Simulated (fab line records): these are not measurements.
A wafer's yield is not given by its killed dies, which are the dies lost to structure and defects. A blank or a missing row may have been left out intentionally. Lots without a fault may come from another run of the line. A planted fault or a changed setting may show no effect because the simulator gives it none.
fab line records	flow n5Finfet	part 1 of 2: steps 1 to 25 of 30
record: lots: 5	wafers: 15	lastDay: 13
route steps=1938 shown MOL_CONTACT_COAG@550
lots that met no fault: taken from a fault-free run of the same line
startH: start of the lot's first displayed wafer, in hours after the record's first day	waitH: hours elapsed since this lot's preceding step	" unchanged from the row above	L1.1+2: a single row standing in for several wafers	- no value present, or no start provided	* or withheld: withheld	< > ~ a bound
route shown NAME@n: NAME is a module with steps in the file, n the number in the route of the first one	usual: the fault-free wafers' mean and standard deviation	same: alike in all rows	chamber/n: place in a boat	sites: readings site by site	_std_site: their standard deviation	_edge_site: mean of outer sites minus mean of inner sites	radiusMm: for every site, how far away it sits from the centre of the wafer	mask NAME#n: copy n	behind: tool/chamber where the wafer was last shaped	hold: why the lot was held/for how many hours/how that ended	device: the n, p or np transistor that did not switch	end of line: tests of these same wafers at the route's end	for a step that has no rows: nothing shown but its recipe	killed: at the first sort, the dies lost to defects and structure; wafer yield is something else	map: shows each die of a wafer: x if killed, . if not, _ if none is there
set.NAME: the setting that was run; set.NAME@STEP: the one run at that earlier step	model.NAME: the simulator's own value behind a step, which no gauge read
lots at some steps of the route; a table a step, a row a wafer
services: a tool's chamber out of use, with start hour (startH, from the record's first day; less than 0 if before it), hours out, and reason
== steps ==
step: N5_MOL_CONTACT_COAG_PRE_CLEAN_142
recipe: gas: H2/He	timeS: 60	tempC: 300
usual: heaterPowerW: 435/47
lot.wafer	tool	chamber	startH	waitH	heaterPowerW
L074.2	pvdSputter-01	-	94.18	1.5	487
L074.3	"	-	"	"	425
L074.5	"	-	"	"	390
L076.2	pvdSputter-02	-	107.12	0.8	540
L076.4	"	-	"	"	387
L076.6	"	-	"	"	405
L077.1	pvdSputter-03	-	110.30	1.2	426
L077.5	"	-	"	"	461
L077.6	"	-	"	"	449
L078.2	pvdSputter-03	-	118.48	2.4	455
L078.4	"	-	"	"	478
L078.6	"	-	"	"	444
L081.2	pvdSputter-02	-	137.26	2.4	549
L081.3	"	-	"	"	389
L081.4	"	-	"	"	405
step: N5_MOL_CONTACT_COAG_SPUTTER_130
recipe: material: Co	targetThkA: 475	tempC: 25	chamberPressurePa: 0.5	powerW: 3000
usual: throttleValvePct: 30.1/0.64
lot.wafer	tool	chamber	startH	waitH	throttleValvePct
L074.2	pvdSputter-01	-	94.24	0.0	30.6
L074.3	"	-	"	"	29.7
L074.5	"	-	"	"	30.2
L076.2	pvdSputter-02	-	107.18	0.0	29.3
L076.4	"	-	"	"	29.0
L076.6	"	-	"	"	31.1
L077.1	pvdSputter-03	-	110.36	0.0	30.5
L077.5	"	-	"	"	29.7
L077.6	"	-	"	"	30.9
L078.2	pvdSputter-03	-	118.54	0.0	30.7
L078.4	"	-	"	"	29.2
L078.6	"	-	"	"	30.9
L081.2	pvdSputter-02	-	137.32	0.0	29.2
L081.3	"	-	"	"	28.9
L081.4	"	-	"	"	31.2
step: N5_MOL_CONTACT_COAG_PRECLEAN_125
recipe: chemistry: DIW	timeS: 57.5	tempC: 23
usual: tempC: 22.99/0.1
lot.wafer	tool	chamber	startH	waitH	tempC
L074.2	wetBench-01	3	94.37	0.1	23.04
L074.3	"	2	"	"	23.10
L074.5	"	7	"	"	23.06
L076.2	wetBench-03	5	107.31	0.1	22.96
L076.4	"	6	"	"	22.78
L076.6	"	7	"	"	23.03
L077.1	wetBench-05	1	110.49	0.1	22.99
L077.5	"	2	"	"	22.95
L077.6	"	5	"	"	23.01
L078.2	wetBench-03	2	118.67	0.1	23.15
L078.4	"	7	"	"	23.11
L078.6	"	4	"	"	23.00
L081.2	wetBench-03	4	137.45	0.1	22.97
L081.3	"	3	"	"	22.97
L081.4	"	6	"	"	22.96
step: N5_MOL_CONTACT_COAG_SRD_126
recipe: dryTimeS: 32	dry: n2Spin	spinRpm: 1500
lot.wafer	tool	chamber	startH	waitH
L074.2+3+5	wetBench-01	3,2,7	94.39	0.0
L076.2+4+6	wetBench-03	5,6,7	107.33	0.0
L077.1+5+6	wetBench-05	1,2,5	110.51	0.0
L078.2+4+6	wetBench-03	2,7,4	118.69	0.0
L081.2+3+4	wetBench-03	4,3,6	137.47	0.0
step: N5_MOL_CONTACT_COAG_CMP_23
recipe: stopOn: SiO2	tOverpolishS: 1.5	postCmpClean: cuAlkaline	downForcePsi: 2	platenRpm: 50.289	padVelocityMS: 1.0006	targetThkNm: 0
usual: edgeZonePressureFrac: 1.000/0.0045	motorCurrentA: 8.2/0.78	overpolishRunS: 1.501/0.0095	timeToEndpointS: 9.8/2.5
lot.wafer	tool	chamber	startH	waitH	edgeZonePressureFrac	motorCurrentA	overpolishRunS	timeToEndpointS
L074.3	cmp-04	3	94.42	0.0	1.002	7.4	1.493	10.6
L074.2	"	2	"	"	0.997	8.1	1.513	9.3
L074.5	"	3	"	"	1.003	7.4	1.505	11.3
L076.4	cmp-03	0	107.36	0.0	0.998	8.8	1.503	8.6
L076.2	"	3	"	"	1.006	8.1	1.516	9.0
L076.6	"	1	"	"	1.012	7.9	1.505	6.1
L077.1	cmp-03	0	110.69	0.2	1.003	8.8	1.511	15.1
L077.6	"	2	"	"	1.003	9.6	1.506	9.4
L077.5	"	3	"	"	0.996	8.2	1.492	11.2
L078.2	cmp-03	2	118.76	0.1	1.002	8.8	1.502	11.0
L078.4	"	0	"	"	0.999	8.5	1.489	11.7
L078.6	"	1	"	"	1.009	8.0	1.505	9.9
L081.4	cmp-02	3	137.50	0.0	1.003	7.5	1.507	11.4
L081.2	"	0	"	"	0.998	8.9	1.491	9.6
L081.3	"	1	"	"	1.001	8.8	1.498	10.6
step: N5_MOL_CONTACT_COAG_WET_ETCH_26
recipe: target: Co	targetDepthNm: 13
lot.wafer	tool	chamber	startH	waitH
L074.2+3+5	wetBench-03	7,0,1	94.77	0.0
L076.2+4+6	wetBench-03	6,0,7	107.71	0.0
L077.1+5+6	wetBench-05	5,2,6	110.97	0.0
L078.2+4+6	wetBench-03	7,6,5	119.08	0.0
L081.2+3+4	wetBench-03	6,7,0	137.85	0.0
step: N5_MOL_CONTACT_COAG_WET_ETCH_116
recipe: chemistry: SC1-inhibited	targetDepthNm: 4.6	dry: ipaMarangoni	rinseTimeS: 30	rinseTempC: 23
lot.wafer	tool	chamber	startH	waitH
L074.2+3+5	wetBench-03	7,0,1	94.94	0.0
L076.2+4+6	wetBench-03	6,0,7	107.86	0.0
L077.1+5+6	wetBench-05	5,2,6	111.12	0.0
L078.2+4+6	wetBench-03	7,6,5	119.24	0.0
L081.2+3+4	wetBench-03	6,7,0	138.00	0.0
step: N5_MOL_CONTACT_COAG_ALD_27
recipe: material: SiOC	targetThkA: 170	tempC: 400	aldPrecursorFamily: carbosiloxane	aldCoReactant: H2-plasma	pulseTimeS: 1.5	timeS: 2720	purgeTimeS: 2	coReactantPurgeTimeS: 2	aldCycles: 340	pressureTorr: 2
usual: heaterPowerW: 838/140	precursorPulseHeightRel: 1.000/0.018
lot.wafer	tool	chamber	startH	waitH	heaterPowerW	precursorPulseHeightRel
L074.2	aldSin-01	1	95.28	0.0	671	0.978
L074.3	"	2	"	"	999	1.032
L074.5	"	0	"	"	790	1.001
L076.2	aldSin-03	3	108.18	0.0	902	1.002
L076.4	"	0	"	"	679	0.994
L076.6	"	0	"	"	662	1.007
L077.1	aldSin-01	2	111.45	0.0	1005	0.978
L077.5	"	3	"	"	853	1.002
L077.6	"	2	"	"	954	1.002
L078.2	aldSin-01	3	120.31	0.8	889	1.012
L078.4	"	1	"	"	713	1.025
L078.6	"	1	"	"	679	0.973
L081.2	aldSin-04	1	138.32	0.0	688	0.984
L081.3	"	2	"	"	707	0.996
L081.4	"	3	"	"	796	1.010
step: N5_MOL_CONTACT_COAG_CMP_28
recipe: stopOn: SiNx	tOverpolishS: 0.85	postCmpClean: alkalineBrush	downForcePsi: 4.15	platenRpm: 51.8	padVelocityMS: 1.0307	targetThkNm: 14.522
usual: edgeZonePressureFrac: 1.000/0.0051	motorCurrentA: 12.8/1.3	timeToEndpointS: 5.2/2.4
lot.wafer	tool	chamber	startH	waitH	edgeZonePressureFrac	motorCurrentA	timeToEndpointS
L074.3	cmp-02	0	96.89	0.8	1.005	13.9	2.7
L074.2	"	1	"	"	0.996	12.8	1.0
L074.5	"	0	"	"	0.995	13.7	3.5
L076.4	cmp-03	2	109.75	0.8	1.001	14.9	6.4
L076.2	"	3	"	"	1.006	12.1	4.4
L076.6	"	3	"	"	0.994	12.7	5.0
L077.1	cmp-03	1	113.01	0.8	0.986	11.9	5.7
L077.6	"	1	"	"	0.999	12.8	1.9
L077.5	"	2	"	"	0.996	13.6	5.7
L078.4	cmp-03	2	121.88	0.8	1.002	13.6	5.7
L078.2	"	0	"	"	0.997	13.5	7.6
L078.6	"	2	"	"	1.005	13.7	6.1
L081.3	cmp-02	3	139.89	0.8	0.999	11.6	5.3
L081.4	"	0	"	"	1.000	13.4	3.3
L081.2	"	2	"	"	1.005	15.5	9.4
step: N5_MOL_CONTACT_COAG_THK_MEAS_29
recipe: reads: SiNx_of_GATE_CUT_PECVD_57+SiNx_of_GATE_CUT_SAC_CAP_01
usual: MD_CAP_THK: 17.89/0.093
lot.wafer	tool	chamber	startH	waitH	MD_CAP_THK[nm]
L074.2	filmMetro-02	-	97.15	-	17.83
L074.3	"	-	"	"	17.81
L074.5	"	-	"	"	17.91
L076.2	filmMetro-01	-	110.05	-	17.78
L076.4	"	-	"	"	17.88
L076.6	"	-	"	"	17.89
L077.1	filmMetro-02	-	113.31	-	17.76
L077.5	"	-	"	"	17.78
L077.6	"	-	"	"	17.73
L078.2	filmMetro-01	-	122.17	-	17.79
L078.4	"	-	"	"	17.86
L078.6	"	-	"	"	17.93
L081.2	filmMetro-02	-	140.18	-	18.00
L081.3	"	-	"	"	17.82
L081.4	"	-	"	"	17.90
step: N5_MOL_CONTACT_COAG_ALD_123
recipe: material: SiNx	targetThkA: 50	tempC: 400	aldPrecursorFamily: SiH2I2	aldCoReactant: N2/H2-plasma	pulseTimeS: 1	purgeTimeS: 2	coReactantPurgeTimeS: 2	aldCycles: 100	pressureTorr: 2
usual: heaterPowerW: 835/140	precursorPulseHeightRel: 1.001/0.018
lot.wafer	tool	chamber	startH	waitH	heaterPowerW	precursorPulseHeightRel
L074.2	aldSin-01	3	98.29	1.1	860	1.019
L074.3	"	0	"	"	778	1.015
L074.5	"	3	"	"	869	0.999
L076.2	aldSin-01	1	110.08	0.0	686	0.992
L076.4	"	2	"	"	937	0.985
L076.6	"	1	"	"	665	1.028
L077.1	aldSin-03	0	114.03	0.7	676	1.006
L077.5	"	1	"	"	1136	1.000
L077.6	"	2	"	"	963	1.006
L078.2	aldSin-03	2	122.21	0.0	955	1.011
L078.4	"	1	"	"	1185	0.994
L078.6	"	2	"	"	958	0.972
L081.2	aldSin-03	2	140.22	0.0	976	0.974
L081.3	"	0	"	"	680	1.008
L081.4	"	3	"	"	875	1.000
step: N5_MOL_CONTACT_COAG_PECVD_31
recipe: material: SiO2	targetThkA: 460	tempC: 400	precursor: TEOS/O2	pressureTorr: 6.5	rfW: withheld	teosFlowSccm: withheld	gas: O2	flowSccm: 2650	timeS: 8.9
lot.wafer	tool	chamber	startH	waitH
L074.2+3+5	pecvd-02	2,0,1	98.79	0.3
L076.2+4+6	pecvd-04	0,0,1	110.59	0.3
L077.1+5+6	pecvd-03	2,2,0	114.54	0.3
L078.2+4+6	pecvd-02	0,0,1	122.71	0.3
L081.2+3+4	pecvd-04	2,1,1	140.72	0.3
step: N5_MOL_CONTACT_COAG_COAT_75
recipe: resist: SOC	tempC: 250	timeS: 60	spinRpm: 1500	resistThkNm: 60
usual: plateTempC: 250.02/0.17
lot.wafer	tool	chamber	startH	waitH	plateTempC
L074.2	lithoTrack-03	0	98.85	0.0	250.04
L074.3	"	0	"	"	249.88
L074.5	"	0	"	"	250.19
L076.2	lithoTrack-01	0	110.64	0.0	250.18
L076.4	"	0	"	"	249.93
L076.6	"	0	"	"	250.36
L077.1	lithoTrack-05	0	114.59	0.0	250.14
L077.5	"	0	"	"	250.19
L077.6	"	0	"	"	250.09
L078.2	lithoTrack-03	0	122.77	0.0	249.82
L078.4	"	0	"	"	249.91
L078.6	"	0	"	"	249.68
L081.2	lithoTrack-05	0	140.78	0.0	249.93
L081.3	"	0	"	"	249.94
L081.4	"	0	"	"	249.70
step: N5_MOL_CONTACT_COAG_COAT_76
recipe: resist: SiARC	tempC: 220	timeS: 60	spinRpm: 1500	resistThkNm: 10
usual: plateTempC: 219.99/0.16
lot.wafer	tool	chamber	startH	waitH	plateTempC
L074.2	lithoTrack-03	0	-	-	219.96
L074.3	"	0	"	"	219.82
L074.5	"	0	"	"	219.89
L076.2	lithoTrack-01	0	-	-	219.85
L076.4	"	0	"	"	220.13
L076.6	"	0	"	"	219.63
L077.1	lithoTrack-05	0	-	-	219.95
L077.5	"	0	"	"	219.76
L077.6	"	0	"	"	219.82
L078.2	lithoTrack-03	0	-	-	220.00
L078.4	"	0	"	"	219.97
L078.6	"	0	"	"	220.08
L081.2	lithoTrack-05	0	-	-	220.14
L081.3	"	0	"	"	220.21
L081.4	"	0	"	"	220.07
step: N5_MOL_CONTACT_COAG_COAT_77
recipe: resist: underlayer	tempC: 205	timeS: 60	spinRpm: 1500	resistThkNm: 10
usual: plateTempC: 204.96/0.16
lot.wafer	tool	chamber	startH	waitH	plateTempC
L074.2	lithoTrack-03	0	-	-	205.21
L074.3	"	0	"	"	204.96
L074.5	"	0	"	"	204.95
L076.2	lithoTrack-01	0	-	-	205.30
L076.4	"	0	"	"	205.07
L076.6	"	0	"	"	204.92
L077.1	lithoTrack-05	0	-	-	205.02
L077.5	"	0	"	"	204.72
L077.6	"	0	"	"	204.57
L078.2	lithoTrack-03	0	-	-	204.96
L078.4	"	0	"	"	204.94
L078.6	"	0	"	"	204.94
L081.2	lithoTrack-05	0	-	-	205.21
L081.3	"	0	"	"	205.01
L081.4	"	0	"	"	204.81
step: N5_MOL_CONTACT_COAG_COAT_78
recipe: resist: CAR-EUV	spinRpm: 1500	resistThkNm: 40
lot.wafer	tool	chamber	startH	waitH
L074.2+3+5	lithoTrack-03	0	-	-
L076.2+4+6	lithoTrack-01	0	-	-
L077.1+5+6	lithoTrack-05	0	-	-
L078.2+4+6	lithoTrack-03	0	-	-
L081.2+3+4	lithoTrack-05	0	-	-
step: N5_MOL_CONTACT_COAG_EBR_80
recipe: solvent: PGMEA	ebrWidthMm: 1.5
lot.wafer	tool	chamber	startH	waitH
L074.2+3+5	lithoTrack-03	0	-	-
L076.2+4+6	lithoTrack-01	0	-	-
L077.1+5+6	lithoTrack-05	0	-	-
L078.2+4+6	lithoTrack-03	0	-	-
L081.2+3+4	lithoTrack-05	0	-	-
step: N5_MOL_CONTACT_COAG_SOFTBAKE_79
recipe: tempC: 110	timeS: 60	resist: CAR-EUV
usual: plateTempC: 109.99/0.14
lot.wafer	tool	chamber	startH	waitH	plateTempC
L074.2	lithoTrack-03	0	-	-	110.04
L074.3	"	0	"	"	110.07
L074.5	"	0	"	"	110.04
L076.2	lithoTrack-01	0	-	-	110.02
L076.4	"	0	"	"	109.84
L076.6	"	0	"	"	109.85
L077.1	lithoTrack-05	0	-	-	110.13
L077.5	"	0	"	"	109.96
L077.6	"	0	"	"	109.99
L078.2	lithoTrack-03	0	-	-	110.27
L078.4	"	0	"	"	110.07
L078.6	"	0	"	"	110.03
L081.2	lithoTrack-05	0	-	-	110.07
L081.3	"	0	"	"	109.97
L081.4	"	0	"	"	109.98
step: N5_MOL_CONTACT_COAG_EXPOSE_81
recipe: maskId: VG	na: 0.33	sourceShape: annular	sigmaInner: 0.3	sigmaOuter: 0.7	polarization: unpolarized	defocusNm: 0	doseMj: 59.5
usual: exposureDoseMJCm2: 59.46/0.11
lot.wafer	tool	chamber	startH	waitH	mask	exposureDoseMJCm2
L074.2	euvScanner-01	0	99.01	-	VG#0	59.40
L074.3	"	0	"	"	VG#0	59.48
L074.5	"	0	"	"	VG#0	59.39
L076.2	euvScanner-01	0	110.91	-	VG#0	59.41
L076.4	"	0	"	"	VG#0	59.40
L076.6	"	0	"	"	VG#0	59.42
L077.1	euvScanner-02	0	114.86	-	VG#0	59.52
L077.5	"	0	"	"	VG#0	59.56
L077.6	"	0	"	"	VG#0	59.50
L078.2	euvScanner-01	0	123.04	-	VG#0	59.40
L078.4	"	0	"	"	VG#0	59.32
L078.6	"	0	"	"	VG#0	59.40
L081.2	euvScanner-01	0	140.92	-	VG#0	59.41
L081.3	"	0	"	"	VG#0	59.38
L081.4	"	0	"	"	VG#0	59.41
step: N5_MOL_CONTACT_COAG_PEB_82
recipe: pebTempC: 100	pebTimeS: 60	resist: CAR-EUV
usual: plateTempC: 99.99/0.13
lot.wafer	tool	chamber	startH	waitH	plateTempC
L074.2	lithoTrack-01	0	99.08	0.1	100.05
L074.3	"	0	"	"	99.97
L074.5	"	0	"	"	100.06
L076.2	lithoTrack-03	0	110.98	0.1	99.86
L076.4	"	0	"	"	100.07
L076.6	"	0	"	"	100.21
L077.1	lithoTrack-05	0	114.94	0.1	99.87
L077.5	"	0	"	"	99.81
L077.6	"	0	"	"	99.77
L078.2	lithoTrack-03	0	123.11	0.1	100.05
L078.4	"	0	"	"	100.22
L078.6	"	0	"	"	100.11
L081.2	lithoTrack-05	0	140.99	0.1	99.94
L081.3	"	0	"	"	100.00
L081.4	"	0	"	"	99.98
step: N5_MOL_CONTACT_COAG_DEVELOP_83
recipe: developTimeS: 30	developer: TMAH	resist: CAR-EUV	rinseLiquid: surfactantRinse	dry: airSpin	devTempC: 23
lot.wafer	tool	chamber	startH	waitH
L074.2+3+5	lithoTrack-01	0	-	-
L076.2+4+6	lithoTrack-03	0	-	-
L077.1+5+6	lithoTrack-05	0	-	-
L078.2+4+6	lithoTrack-03	0	-	-
L081.2+3+4	lithoTrack-05	0	-	-
step: N5_MOL_CONTACT_COAG_CD_MEAS_84
recipe: targetCdNm: 25.1	landingEnergyEv: 500	detector: seInlens	polarity: opening
usual: cdNm: 25.14/0.23
same: landingEnergyEv: 500
lot.wafer	tool	chamber	startH	waitH	cdNm
L074.2	cdSem-02	0	99.15	-	25.28
L074.3	"	0	"	"	25.51
L074.5	"	0	"	"	25.34
L076.2	cdSem-02	0	111.05	-	25.46
L076.4	"	0	"	"	24.89
L076.6	"	0	"	"	25.14
L077.1	cdSem-03	0	115.01	-	25.07
L077.5	"	0	"	"	24.76
L077.6	"	0	"	"	24.92
L078.2	cdSem-03	0	123.18	-	25.22
L078.4	"	0	"	"	25.32
L078.6	"	0	"	"	25.25
L081.2	cdSem-02	0	141.06	-	25.06
L081.3	"	0	"	"	24.87
L081.4	"	0	"	"	25.03
step: N5_MOL_CONTACT_COAG_OVL_MEAS_85
recipe: pointsPerWafer: 522
usual: VG_OVL: -0.1/0.74
lot.wafer	tool	chamber	startH	waitH	VG_OVL[nm]
L074.2	overlay-02	0	99.18	0.0	-0.6
L074.3	"	0	"	"	-1.3
L074.5	"	0	"	"	0.2
L076.2	overlay-02	0	111.09	0.0	-0.1
L076.4	"	0	"	"	0.0
L076.6	"	0	"	"	0.1
L077.1	overlay-02	0	115.04	0.0	-0.5
L077.5	"	0	"	"	-0.5
L077.6	"	0	"	"	-0.3
L078.2	overlay-02	0	123.21	0.0	0.1
L078.4	"	0	"	"	0.0
L078.6	"	0	"	"	-0.4
L081.2	overlay-01	0	141.10	0.0	1.2
L081.3	"	0	"	"	0.6
L081.4	"	0	"	"	0.6
step: N5_MOL_CONTACT_COAG_INSPECT_57
recipe: mode: adi	inspectInstrument: brightfield
usual: rawDefectCount: 183/54
lot.wafer	tool	chamber	startH	waitH	rawDefectCount
L074.2	defectInspect-01	-	99.24	0.0	222
L074.3	"	-	"	"	262
L074.5	"	-	"	"	409
L076.2	defectInspect-01	-	111.14	0.0	155
L076.4	"	-	"	"	236
L076.6	"	-	"	"	225
L077.1	defectInspect-02	-	115.10	0.1	180
L077.5	"	-	"	"	229
L077.6	"	-	"	"	139
L078.2	defectInspect-01	-	123.26	0.0	276
L078.4	"	-	"	"	177
L078.6	"	-	"	"	235
L081.2	defectInspect-01	-	141.15	0.0	218
L081.3	"	-	"	"	162
L081.4	"	-	"	"	160
step: N5_MOL_CONTACT_COAG_DESCUM_88
recipe: chemistry: O2	timeS: 7	sourcePowerW: 50	biasPowerW: 20	pressureMtorr: 20	rfFrequencyHz: 2.712e+07	tempC: 40	resist: CAR-EUV	o2FlowSccm: 225
usual: drypumpMotorCurrentA: 5.6/0.51	o2FlowSccm: 224.9/0.66	oesProductAu: 0.81/0.092	rfVppV: 243.2/1.4	showerheadPlenumPTorr: 2.10/0.076	tempC: 40.01/0.11	throttleValvePct: 20.5/0.33
lot.wafer	tool	chamber	startH	waitH	drypumpMotorCurrentA	o2FlowSccm	oesProductAu	rfHoursCounterH	rfVppV	showerheadPlenumPTorr	tempC	throttleValvePct
L074.2	rieDiel-06	0	99.73	0.5	5.7	224.5	0.89	28	244.8	2.24	40.08	20.2
L074.3	"	3	"	"	5.6	225.3	0.84	60	241.3	2.03	39.98	20.4
L074.5	"	3	"	"	5.6	224.3	0.85	-	241.4	2.03	39.83	20.4
L076.2	rieDiel-01	2	111.24	0.1	6.2	224.3	0.69	238	243.7	2.14	39.68	20.6
L076.4	"	1	"	"	5.0	225.2	0.74	152	242.5	2.03	40.03	21.0
L076.6	"	1	"	"	5.0	224.6	0.74	-	240.8	2.03	40.11	21.0
L077.1	rieDiel-01	1	115.26	0.2	5.0	225.3	0.73	154	242.6	2.03	40.08	21.0
L077.5	"	2	"	"	6.2	226.1	0.69	-	245.4	2.14	40.05	20.6
L077.6	"	1	"	"	5.0	225.3	0.74	-	242.4	2.03	40.11	21.0
L078.2	rieDiel-06	2	123.42	0.2	5.5	225.9	0.73	191	243.2	2.17	40.02	20.9
L078.4	"	3	"	"	5.6	224.9	0.84	-	242.5	2.02	39.93	20.4
L078.6	"	0	"	"	5.7	225.8	0.90	-	244.3	2.23	39.99	20.2
L081.2	rieDiel-06	1	141.54	0.4	6.3	224.1	0.98	3	242.8	2.05	40.19	20.1
L081.3	"	2	"	"	5.6	224.0	0.72	198	245.4	2.16	40.08	20.9
L081.4	"	3	"	"	5.6	224.6	0.83	77	242.7	2.02	39.88	20.5
